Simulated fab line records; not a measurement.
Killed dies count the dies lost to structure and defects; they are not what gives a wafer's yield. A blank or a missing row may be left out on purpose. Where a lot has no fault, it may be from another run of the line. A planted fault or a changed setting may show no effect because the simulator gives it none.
fab line records -- flow nandHarc
[record] lots = 6, wafers = 18, lastDay = 34
route steps=1302 shown HYBRID_BOND@1238 THIN_TSV@1244 END@1302
lots untouched by any fault: they come from a run of this same line in which no faults occurred
startH: hours from the record's opening day to when the first of the lot's shown wafers began -- waitH: how many hours have passed since the lot's step before this one -- " same as the row above -- L1.1+2: a row that stands for several wafers -- - either no value or no given start -- * or withheld: withheld -- < > ~ a bound
route shown NAME@n: a module of which the file shows steps, and the number in the route of the first -- usual: mean/standard deviation taken from wafers without a fault -- same: alike in all rows -- chamber/n: place in a boat -- sites: readings site by site -- _std_site: their standard deviation -- _edge_site: mean of outer sites minus mean of inner sites -- radiusMm: how far each site lies from the wafer's centre -- mask NAME#n: copy n -- behind: tool/chamber where the wafer was last shaped -- hold: cause of the lot's hold/its duration in hours/its outcome -- device: the transistor (n, p or np) that didn't switch -- end of line: tests of these same wafers at the route's end -- a step without rows: its recipe alone -- killed: not the wafer's yield, but the dies lost to structure and defects at the first sort -- map: per-die view of a wafer (x killed, . not killed, _ where there is no die)
set.NAME: the setting as run; set.NAME@STEP: as run at that earlier step -- model.NAME: the simulator's own value behind a step, which no gauge read
lots at some steps of the route; a table a step, a row a wafer
services: from which hour (startH, from the record's first day; less than 0 if before it) a tool's chamber was out of use, for how many hours, and why
[[steps]]
[step NHARC_HYBRID_BOND_PRECLEAN_01]
[recipe] timeS = 300, tempC = 23, chemistry = DIW
[step NHARC_HYBRID_BOND_SRD_02]
[recipe] timeS = 30, tempC = 23, dryTimeS = 20, spinRpm = 1500
[step NHARC_HYBRID_BOND_BOND_03]
[recipe] tempC = 25
[step NHARC_HYBRID_BOND_ANNEAL_04]
[recipe] tempC = 300, timeS = 7200, rampUpCPerMin = 5, rampDownCPerMin = 3, idleTempC = 100, pressureAtm = 1
[step NHARC_HYBRID_BOND_OVL_MEAS_05]
[usual] overlayXNm = 2/33, overlayYNm = 2/38
lot.wafer,tool,chamber,startH,waitH,overlayXNm,overlayYNm
L667.1,overlay-01,-,547.87,0.4,20,-13
L667.3,overlay-01,-,547.87,0.4,-14,-79
L667.6,overlay-01,-,547.87,0.4,-66,-1
L671.1,overlay-01,-,579.72,0.4,5,8
L671.4,overlay-01,-,579.72,0.4,-3,49
L671.5,overlay-01,-,579.72,0.4,-28,61
L673.1,overlay-01,-,604.40,0.4,-7,34
L673.2,overlay-01,-,604.40,0.4,-36,60
L673.5,overlay-01,-,604.40,0.4,-57,-38
L688.3,overlay-01,-,768.16,0.4,52,-47
L688.4,overlay-01,-,768.16,0.4,51,2
L688.6,overlay-01,-,768.16,0.4,-24,-88
L690.1,overlay-01,-,776.17,0.4,-17,-46
L690.3,overlay-01,-,776.17,0.4,51,63
L690.4,overlay-01,-,776.17,0.4,11,10
L687.3,overlay-02,-,776.17,0.4,60,-6
L687.4,overlay-02,-,776.17,0.4,4,-6
L687.6,overlay-02,-,776.17,0.4,-1,7
[step NHARC_HYBRID_BOND_INSPECT_06]
[recipe] inspectInstrument = irVoid
[usual] rawDefectCount = 96/29
lot.wafer,tool,chamber,startH,waitH,rawDefectCount
L667.1,defectInspect-02,-,547.93,0.0,116
L667.3,defectInspect-02,-,547.93,0.0,116
L667.6,defectInspect-02,-,547.93,0.0,117
L671.1,defectInspect-01,-,579.78,0.0,121
L671.4,defectInspect-01,-,579.78,0.0,102
L671.5,defectInspect-01,-,579.78,0.0,99
L673.1,defectInspect-01,-,604.45,0.0,117
L673.2,defectInspect-01,-,604.45,0.0,121
L673.5,defectInspect-01,-,604.45,0.0,112
L688.3,defectInspect-02,-,768.22,0.1,71
L688.4,defectInspect-02,-,768.22,0.1,79
L688.6,defectInspect-02,-,768.22,0.1,75
L690.1,defectInspect-02,-,776.22,0.0,116
L690.3,defectInspect-02,-,776.22,0.0,97
L690.4,defectInspect-02,-,776.22,0.0,96
L687.3,defectInspect-01,-,776.23,0.1,83
L687.4,defectInspect-01,-,776.23,0.1,96
L687.6,defectInspect-01,-,776.23,0.1,84
[step NHARC_THIN_TSV_GRIND_00]
[recipe] targetThkUm = 6
[usual] motorCurrentA = 12.000/0.021
lot.wafer,tool,chamber,startH,waitH,motorCurrentA
L667.1,grinder-01,0,548.08,0.1,11.995
L667.3,grinder-01,0,548.08,0.1,11.991
L667.6,grinder-01,0,548.08,0.1,11.972
L671.1,grinder-01,0,579.93,0.1,11.965
L671.4,grinder-01,0,579.93,0.1,12.028
L671.5,grinder-01,0,579.93,0.1,11.989
L673.1,grinder-01,0,604.61,0.1,11.991
L673.2,grinder-01,0,604.61,0.1,11.978
L673.5,grinder-01,0,604.61,0.1,11.979
L688.3,grinder-01,0,768.76,0.5,12.008
L688.4,grinder-01,0,768.76,0.5,12.020
L688.6,grinder-01,0,768.76,0.5,11.981
L690.1,grinder-01,0,776.37,0.1,12.031
L690.3,grinder-01,0,776.37,0.1,12.024
L690.4,grinder-01,0,776.37,0.1,12.020
L687.3,grinder-01,0,777.97,1.7,12.006
L687.4,grinder-01,0,777.97,1.7,12.026
L687.6,grinder-01,0,777.97,1.7,12.017
[step NHARC_THIN_TSV_CMP_01]
[recipe] targetThkUm = 3
[usual] motorCurrentA = 11.8/1.2, padLifeWafers = 176/90
lot.wafer,tool,chamber,startH,waitH,motorCurrentA,padLifeWafers
L667.3,cmp-04,3,549.32,0.6,11.5,186
L667.1,cmp-04,0,549.32,0.6,10.5,187
L667.6,cmp-04,3,549.32,0.6,11.6,-
L671.4,cmp-04,3,581.17,0.4,11.7,306
L671.1,cmp-04,1,581.17,0.4,13.7,308
L671.5,cmp-04,0,581.17,0.4,10.3,-
L673.2,cmp-01,2,605.85,0.8,13.2,90
L673.1,cmp-01,1,605.85,0.8,12.8,93
L673.5,cmp-01,2,605.85,0.8,12.9,-
L688.4,cmp-02,1,769.62,0.5,12.7,151
L688.3,cmp-02,2,769.62,0.5,11.3,152
L688.6,cmp-02,0,769.62,0.5,12.7,-
L690.1,cmp-04,2,777.59,1.0,10.1,276
L690.3,cmp-04,3,777.59,1.0,11.3,277
L690.4,cmp-04,1,777.59,1.0,13.0,279
L687.4,cmp-02,2,778.79,0.4,10.1,198
L687.3,cmp-02,0,778.79,0.4,12.6,200
L687.6,cmp-02,2,778.79,0.4,10.2,-
[step NHARC_THIN_TSV_THK_MEAS_02]
[recipe] thkMeasGauge = ir
[usual] thkNm = 2997/200
lot.wafer,tool,chamber,startH,waitH,thkNm
L667.1,filmMetro-02,-,549.59,0.2,2923
L667.3,filmMetro-02,-,549.59,0.2,3097
L667.6,filmMetro-02,-,549.59,0.2,3080
L671.1,filmMetro-02,-,581.44,0.2,3183
L671.4,filmMetro-02,-,581.44,0.2,2992
L671.5,filmMetro-02,-,581.44,0.2,3068
L673.1,filmMetro-01,-,606.12,-,3012
L673.2,filmMetro-01,-,606.12,-,3075
L673.5,filmMetro-01,-,606.12,-,3267
L688.3,filmMetro-01,-,769.86,0.2,3382
L688.4,filmMetro-01,-,769.86,0.2,2927
L688.6,filmMetro-01,-,769.86,0.2,3088
L690.1,filmMetro-01,-,777.85,-,3068
L690.3,filmMetro-01,-,777.85,-,3160
L690.4,filmMetro-01,-,777.85,-,3149
L687.3,filmMetro-01,-,779.05,-,3346
L687.4,filmMetro-01,-,779.05,-,3334
L687.6,filmMetro-01,-,779.05,-,3088
[step NHARC_THIN_TSV_SRD_03]
[step NHARC_THIN_TSV_PRECLEAN_41]
[recipe] timeS = *, tempC = 50, bathAgeMin = 0, chemistry = SC1
[step NHARC_THIN_TSV_SRD_42]
[step NHARC_THIN_TSV_DEP_43]
[recipe] targetThkA = 13285, tempC = withheld, pressureTorr = 6.5, rfW = 900, teosFlowSccm = 161.4, flowSccm = 2650, targetThkNm = 1328.5, gas = O2, material = SiO2
[usual] chamberPressureTorr = 6.502/0.014, flowSccm = 2648/7.8, throttleValvePct = 15.5/0.56
lot.wafer,tool,chamber,startH,waitH,chamberPressureTorr,flowSccm,throttleValvePct
L667.1,pecvd-01,2,549.82,-,6.502,2633,15.3
L667.3,pecvd-01,1,549.82,-,6.506,2645,15.4
L667.6,pecvd-01,2,549.82,-,6.492,2636,15.2
L671.1,pecvd-01,0,581.66,-,-,-,-
L671.4,pecvd-01,2,581.66,-,-,-,-
L671.5,pecvd-01,2,581.66,-,-,-,-
L673.2,pecvd-02,1,606.52,-,-,-,-
L673.1,pecvd-02,2,606.52,-,-,-,-
L673.5,pecvd-02,1,606.52,-,-,-,-
L688.3,pecvd-04,0,770.22,-,6.513,2658,15.8
L688.6,pecvd-04,1,770.22,-,6.491,2637,16.0
L688.4,pecvd-04,0,770.22,-,6.479,2652,15.6
L690.1,pecvd-04,0,778.12,-,6.518,2666,15.7
L690.3,pecvd-04,1,778.12,-,6.497,2650,16.0
L690.4,pecvd-04,2,778.12,-,6.498,2640,16.0
L687.3,pecvd-01,2,779.36,-,6.500,2631,14.9
L687.6,pecvd-01,1,779.36,-,6.515,2663,15.7
L687.4,pecvd-01,0,779.36,-,6.492,2651,14.3
[step NHARC_THIN_TSV_DEHYDRATE_04]
[recipe] tempC = 150, timeS = 120
[step NHARC_END_SORT_01]
[recipe] tempC = 25
[usual] defectLimitedYield = 91.5/2.4, killedAtArray = 52/17, killedAtOther = 0.9/1.2, killedAtPeriphery = 3.9/2.7, killedDies = 57/16, killedOpen = 3.3/1.9, killedShort = 2.5/1.5, sort_bin_2_pct = 3.0/1.2, sort_bin_3_pct = 0.6/0.34, sort_bin_4_pct = 4.8/1.3, sortNPass = 620/16, sortRimYieldPct = 89/4.3, sortYieldPct = 91.5/2.4
[same] grossDies = 677, sort_bin_5_pct[%] = 0, sort_bin_6_pct[%] = 0, sort_bin_7_pct[%] = 0, sort_bin_8_pct[%] = 0, sortRimNGross = 106.00
lot.wafer,tool,chamber,startH,waitH,defectLimitedYield[%],killedAtArray,killedAtOther,killedAtPeriphery,killedDies,killedOpen,killedShort,sort_bin_2_pct[%],sort_bin_3_pct[%],sort_bin_4_pct[%],sortNPass,sortRimYieldPct[%],sortYieldPct[%]
L667.1,prober-01,0,565.72,2.5,89.1,73,0,1,74,4,4,3.7,1.3,5.9,603,79,89.1
L667.3,prober-01,0,567.32,3.1,91.0,59,0,2,61,4,4,2.4,1.2,5.5,616,86,91.0
L667.6,prober-01,0,569.71,4.0,89.4,69,2,1,72,6,4,2.2,0.6,7.8,605,83,89.4
L671.1,prober-01,0,597.40,2.5,0,56,619,2,677,4,2,94.7,0.7,4.6,0,0,0
L671.4,prober-01,0,599.79,3.4,0,58,618,1,677,5,5,96.0,0.3,3.7,0,0,0
L671.5,prober-01,0,600.59,3.7,0,64,610,3,677,4,5,94.2,0.9,4.9,0,0,0
L673.1,prober-02,0,622.24,2.5,0,69,607,1,677,11,4,94.4,0.7,4.9,0,0,0
L673.2,prober-02,0,623.04,2.8,0,56,619,2,677,3,3,95.0,0.9,4.1,0,0,0
L673.5,prober-02,0,625.44,3.7,0,75,601,1,677,8,1,93.6,0.6,5.8,0,0,0
L688.3,prober-02,0,791.29,3.1,96.3,23,0,2,25,2,2,1.0,0.7,1.9,652,92,96.3
L688.4,prober-02,0,792.08,3.4,92.9,43,0,5,48,2,1,1.9,0.1,5.0,629,89,92.9
L688.6,prober-02,0,793.68,4.0,92.0,47,0,7,54,2,4,2.5,1.0,4.4,623,90,92.0
L690.1,prober-01,0,806.00,2.5,90.7,61,0,2,63,6,0,1.8,0.6,6.9,614,87,90.7
L690.3,prober-01,0,807.58,3.1,92.8,47,1,1,49,3,2,2.2,0.4,4.6,628,88,92.8
L690.4,prober-01,0,808.37,3.4,91.6,53,0,4,57,2,3,2.7,0.9,4.9,620,89,91.6
L687.3,prober-02,0,807.62,3.1,94.7,30,1,5,36,0,2,2.4,0.3,2.7,641,85,94.7
L687.4,prober-02,0,808.42,3.4,92.3,44,0,8,52,4,1,2.8,0.9,4.0,625,91,92.3
L687.6,prober-02,0,810.00,4.0,94.4,30,0,8,38,2,2,1.0,0.6,4.0,639,87,94.4
// killed by level:class
L667.1 A_CHANNEL_HOLE_D1:chamberFilmFlake=31 A_SLIT:chamberFilmFlake=11 A_CHANNEL_HOLE_D2:chamberFilmFlake=8 A_CONTACT:chamberFilmFlake=8 A_STAIRCASE:chamberFilmFlake=5 A_ONON_D2:geometricParticle:short=2 A_SOURCE_PLATE:geometricParticle:short=1 A_ONON_D1:geometricParticle:open=1
L667.3 A_CHANNEL_HOLE_D1:chamberFilmFlake=33 A_SLIT:chamberFilmFlake=8 A_STAIRCASE:chamberFilmFlake=7 A_CHANNEL_FILL_D1:geometricParticle:open=2 P_STI:geometricParticle:open=1 P_STI:chamberFilmFlake=1 A_CHANNEL_HOLE_D1:geometricParticle:short=1 A_CHANNEL_FILL_D1:geometricParticle:short=1
L667.6 A_CHANNEL_HOLE_D1:chamberFilmFlake=37 A_SLIT:chamberFilmFlake=10 A_CONTACT:chamberFilmFlake=5 A_STAIRCASE:chamberFilmFlake=4 A_CHANNEL_HOLE_D2:chamberFilmFlake=3 A_ONON_D2:geometricParticle:short=2 A_SGD_CUT:geometricParticle:open=2 THIN_TSV:chamberFilmFlake=2
L671.1 THIN_TSV:areaDep=618 A_CHANNEL_HOLE_D2:chamberFilmFlake=26 A_SLIT:chamberFilmFlake=21 A_CHANNEL_HOLE_D1:chamberFilmFlake=2 P_STI:geometricParticle:open=1 P_CONTACT:geometricParticle:short=1 A_DECK1_JOINT:geometricParticle:open=1 A_CONTACT:geometricParticle:open=1
L671.4 THIN_TSV:areaDep=618 A_CHANNEL_HOLE_D2:chamberFilmFlake=31 A_SLIT:chamberFilmFlake=12 A_CHANNEL_HOLE_D1:geometricParticle:short=2 A_ONON_D2:geometricParticle:open=2 A_CHANNEL_HOLE_D1:chamberFilmFlake=2 A_STAIRCASE:chamberFilmFlake=2 P_GATE:geometricParticle:short=1
L671.5 THIN_TSV:areaDep=610 A_CHANNEL_HOLE_D2:chamberFilmFlake=40 A_SLIT:chamberFilmFlake=13 A_CONTACT:chamberFilmFlake=2 P_GATE:geometricParticle:open=1 P_M1:geometricParticle:open=1 P_M2:geometricParticle:short=1 A_ONON_D1:geometricParticle:short=1
L673.1 THIN_TSV:areaDep=606 A_CHANNEL_HOLE_D1:chamberFilmFlake=27 A_CHANNEL_HOLE_D2:chamberFilmFlake=24 A_DECK1_JOINT:geometricParticle:open=2 A_CHANNEL_HOLE_D2:geometricParticle:open=2 P_M0:geometricParticle:open=1 A_SOURCE_PLATE:geometricParticle:open=1 A_ONON_D1:geometricParticle:open=1
L673.2 THIN_TSV:areaDep=619 A_CHANNEL_HOLE_D1:chamberFilmFlake=23 A_CHANNEL_HOLE_D2:chamberFilmFlake=20 A_STAIRCASE:chamberFilmFlake=2 A_CONTACT:chamberFilmFlake=2 A_DECK1_JOINT:geometricParticle:open=1 A_CHANNEL_FILL_D2:geometricParticle:open=1 A_SGD_CUT:geometricParticle:short=1
L673.5 THIN_TSV:areaDep=601 A_CHANNEL_HOLE_D1:chamberFilmFlake=31 A_CHANNEL_HOLE_D2:chamberFilmFlake=29 A_CONTACT:chamberFilmFlake=4 A_ONON_D1:geometricParticle:open=2 A_CHANNEL_FILL_D1:geometricParticle:open=2 A_M0:geometricParticle:open=2 A_DECK1_JOINT:geometricParticle:short=1
L688.3 A_SLIT:chamberFilmFlake=12 A_STAIRCASE:chamberFilmFlake=3 A_CHANNEL_HOLE_D2:chamberFilmFlake=2 A_CONTACT:chamberFilmFlake=2 P_CONTACT:geometricParticle:open=1 P_M0:geometricParticle:open=1 A_CHANNEL_HOLE_D1:geometricParticle:short=1 A_WL_FILL:geometricParticle:short=1
L688.4 A_SLIT:chamberFilmFlake=30 A_CHANNEL_HOLE_D1:unspecified=4 P_STI:chamberFilmFlake=3 A_CHANNEL_HOLE_D1:chamberFilmFlake=2 P_CONTACT:geometricParticle:open=1 A_CHANNEL_FILL_D1:geometricParticle:short=1 A_M1:geometricParticle:open=1 P_GATE:chamberFilmFlake=1
L688.6 A_SLIT:chamberFilmFlake=30 A_STAIRCASE:chamberFilmFlake=5 P_STI:chamberFilmFlake=3 A_CONTACT:chamberFilmFlake=2 P_GATE:geometricParticle:open=1 P_CONTACT:geometricParticle:short=1 P_M1:geometricParticle:short=1 P_M2:geometricParticle:short=1
L690.1 A_CHANNEL_HOLE_D1:chamberFilmFlake=21 A_CHANNEL_HOLE_D2:chamberFilmFlake=11 A_SLIT:chamberFilmFlake=9 A_CONTACT:chamberFilmFlake=9 A_SGD_CUT:chamberFilmFlake=4 A_CHANNEL_FILL_D1:geometricParticle:open=3 P_CONTACT:geometricParticle:open=2 A_STAIRCASE:chamberFilmFlake=2
L690.3 A_SLIT:chamberFilmFlake=13 A_CHANNEL_HOLE_D2:chamberFilmFlake=11 A_CONTACT:chamberFilmFlake=7 A_SGD_CUT:chamberFilmFlake=6 A_STAIRCASE:chamberFilmFlake=4 A_M1:geometricParticle:open=2 P_CONTACT:geometricParticle:open=1 A_WL_FILL:geometricParticle:short=1
L687.3 A_CHANNEL_HOLE_D2:chamberFilmFlake=11 A_SLIT:chamberFilmFlake=9 A_CHANNEL_HOLE_D1:chamberFilmFlake=5 P_CONTACT:chamberFilmFlake=3 A_DECK1_JOINT:geometricParticle:short=1 A_M0:geometricParticle:short=1 P_ZERO_WELL:chamberFilmFlake=1 P_GATE:chamberFilmFlake=1
L690.4 A_CHANNEL_HOLE_D2:chamberFilmFlake=21 A_CHANNEL_HOLE_D1:chamberFilmFlake=11 A_CONTACT:chamberFilmFlake=6 A_SLIT:chamberFilmFlake=6 A_SGD_CUT:chamberFilmFlake=4 P_STI:chamberFilmFlake=2 A_STAIRCASE:chamberFilmFlake=2 P_GATE:geometricParticle:open=1
L687.4 A_CHANNEL_HOLE_D2:chamberFilmFlake=19 A_CHANNEL_HOLE_D1:chamberFilmFlake=9 A_SLIT:chamberFilmFlake=8 P_CONTACT:chamberFilmFlake=6 A_CONTACT:geometricParticle:open=2 A_CONTACT:chamberFilmFlake=2 P_M0:geometricParticle:open=1 A_CHANNEL_FILL_D2:geometricParticle:open=1
L687.6 A_CHANNEL_HOLE_D2:chamberFilmFlake=12 A_SLIT:chamberFilmFlake=7 P_CONTACT:chamberFilmFlake=5 A_CONTACT:chamberFilmFlake=2 A_SGD_CUT:chamberFilmFlake=2 A_WL_FILL:chamberFilmFlake=2 P_CONTACT:geometricParticle:open=1 A_CHANNEL_HOLE_D1:geometricParticle:short=1
// map L671.1 (x killed, . not)
____________x____________
_________xxxxxxx_________
_______xxxxxxxxxxx_______
______xxxxxxxxxxxxx______
_____xxxxxxxxxxxxxxx_____
____xxxxxxxxxxxxxxxxx____
____xxxxxxxxxxxxxxxxx____
___xxxxxxxxxxxxxxxxxxx___
___xxxxxxxxxxxxxxxxxxx___
__xxxxxxxxxxxxxxxxxxxxx__
__xxxxxxxxxxxxxxxxxxxxx__
_xxxxxxxxxxxxxxxxxxxxxxx_
_xxxxxxxxxxxxxxxxxxxxxxx_
_xxxxxxxxxxxxxxxxxxxxxxx_
_xxxxxxxxxxxxxxxxxxxxxxx_
_xxxxxxxxxxxxxxxxxxxxxxx_
xxxxxxxxxxxxxxxxxxxxxxxxx
xxxxxxxxxxxxxxxxxxxxxxxxx
xxxxxxxxxxxxxxxxxxxxxxxxx
xxxxxxxxxxxxxxxxxxxxxxxxx
xxxxxxxxxxxxxxxxxxxxxxxxx
_xxxxxxxxxxxxxxxxxxxxxxx_
_xxxxxxxxxxxxxxxxxxxxxxx_
_xxxxxxxxxxxxxxxxxxxxxxx_
_xxxxxxxxxxxxxxxxxxxxxxx_
_xxxxxxxxxxxxxxxxxxxxxxx_
__xxxxxxxxxxxxxxxxxxxxx__
__xxxxxxxxxxxxxxxxxxxxx__
___xxxxxxxxxxxxxxxxxxx___
___xxxxxxxxxxxxxxxxxxx___
____xxxxxxxxxxxxxxxxx____
____xxxxxxxxxxxxxxxxx____
_____xxxxxxxxxxxxxxx_____
______xxxxxxxxxxxxx______
_______xxxxxxxxxxx_______
_________xxxxxxx_________
____________x____________
// map L673.1 (x killed, . not)
____________x____________
_________xxxxxxx_________
_______xxxxxxxxxxx_______
______xxxxxxxxxxxxx______
_____xxxxxxxxxxxxxxx_____
____xxxxxxxxxxxxxxxxx____
____xxxxxxxxxxxxxxxxx____
___xxxxxxxxxxxxxxxxxxx___
___xxxxxxxxxxxxxxxxxxx___
__xxxxxxxxxxxxxxxxxxxxx__
__xxxxxxxxxxxxxxxxxxxxx__
_xxxxxxxxxxxxxxxxxxxxxxx_
_xxxxxxxxxxxxxxxxxxxxxxx_
_xxxxxxxxxxxxxxxxxxxxxxx_
_xxxxxxxxxxxxxxxxxxxxxxx_
_xxxxxxxxxxxxxxxxxxxxxxx_
xxxxxxxxxxxxxxxxxxxxxxxxx
xxxxxxxxxxxxxxxxxxxxxxxxx
xxxxxxxxxxxxxxxxxxxxxxxxx
xxxxxxxxxxxxxxxxxxxxxxxxx
xxxxxxxxxxxxxxxxxxxxxxxxx
_xxxxxxxxxxxxxxxxxxxxxxx_
_xxxxxxxxxxxxxxxxxxxxxxx_
_xxxxxxxxxxxxxxxxxxxxxxx_
_xxxxxxxxxxxxxxxxxxxxxxx_
_xxxxxxxxxxxxxxxxxxxxxxx_
__xxxxxxxxxxxxxxxxxxxxx__
__xxxxxxxxxxxxxxxxxxxxx__
___xxxxxxxxxxxxxxxxxxx___
___xxxxxxxxxxxxxxxxxxx___
____xxxxxxxxxxxxxxxxx____
____xxxxxxxxxxxxxxxxx____
_____xxxxxxxxxxxxxxx_____
______xxxxxxxxxxxxx______
_______xxxxxxxxxxx_______
_________xxxxxxx_________
____________x____________
[[services]]
tool,chamber,startH,hours,kind
pecvd-02,0,524.24,4.8,repair
cmp-02,-,526.66,4.0,pm
grinder-01,-,545.99,1.3,repair
pecvd-04,1,547.83,4.8,repair
cmp-02,-,577.62,1.1,repair
pecvd-01,1,579.45,57.2,repair
pecvd-04,-,584.38,26.0,repair
cmp-04,-,601.66,4.0,pm
cmp-02,-,606.03,1.9,repair
cmp-04,-,617.74,2.8,repair
cmp-02,-,624.66,4.0,pm
pecvd-04,-,631.39,13.0,pm
pecvd-01,-,673.40,13.0,pm
cmp-02,-,690.00,0.9,repair
cmp-02,-,695.78,1.6,repair
cmp-04,-,699.66,4.0,pm
cmp-02,-,722.66,4.0,pm
grinder-01,-,730.19,1.5,repair
grinder-01,-,736.00,8.0,pm
pecvd-01,0,743.65,2.8,repair
cmp-02,-,746.67,0.5,repair
pecvd-01,2,750.75,19.2,repair
pecvd-01,-,761.41,3.1,repair
cmp-04,-,772.11,2.0,repair
[[key]]
[firstSign] step = NHARC_THIN_TSV_DEP_43, reading = toolRecord, direction = missing
[effect] step = NHARC_END_SORT_01, reading = killedAtOther, direction = up, sigmas = 99+, usual = 0.9, struck = 612.3
[moreKillsBornAt] NHARC_THIN_TSV_DEP_43@pecvd-01 = 1846, NHARC_THIN_TSV_DEP_43@pecvd-02 = 1826
metAt NHARC_THIN_TSV_DEP_43
struckWafers L671.1,L671.4,L671.5,L673.1,L673.2,L673.5
laterRowsLeftOut L671.1,L671.4,L671.5,L673.1,L673.2,L673.5
onsetBetween 549.82 581.66
[fault] kind = skippedStepWhole, tool = pecvd-01,pecvd-02, chamber = -, onsetH = 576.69, steps = NHARC_THIN_TSV_DEP_43, scope = struckLotsOnly
// laterRowsLeftOut: the simulator's readings of these wafers behind a module that went badly wrong aren't trusted and aren't shown, but for the sort
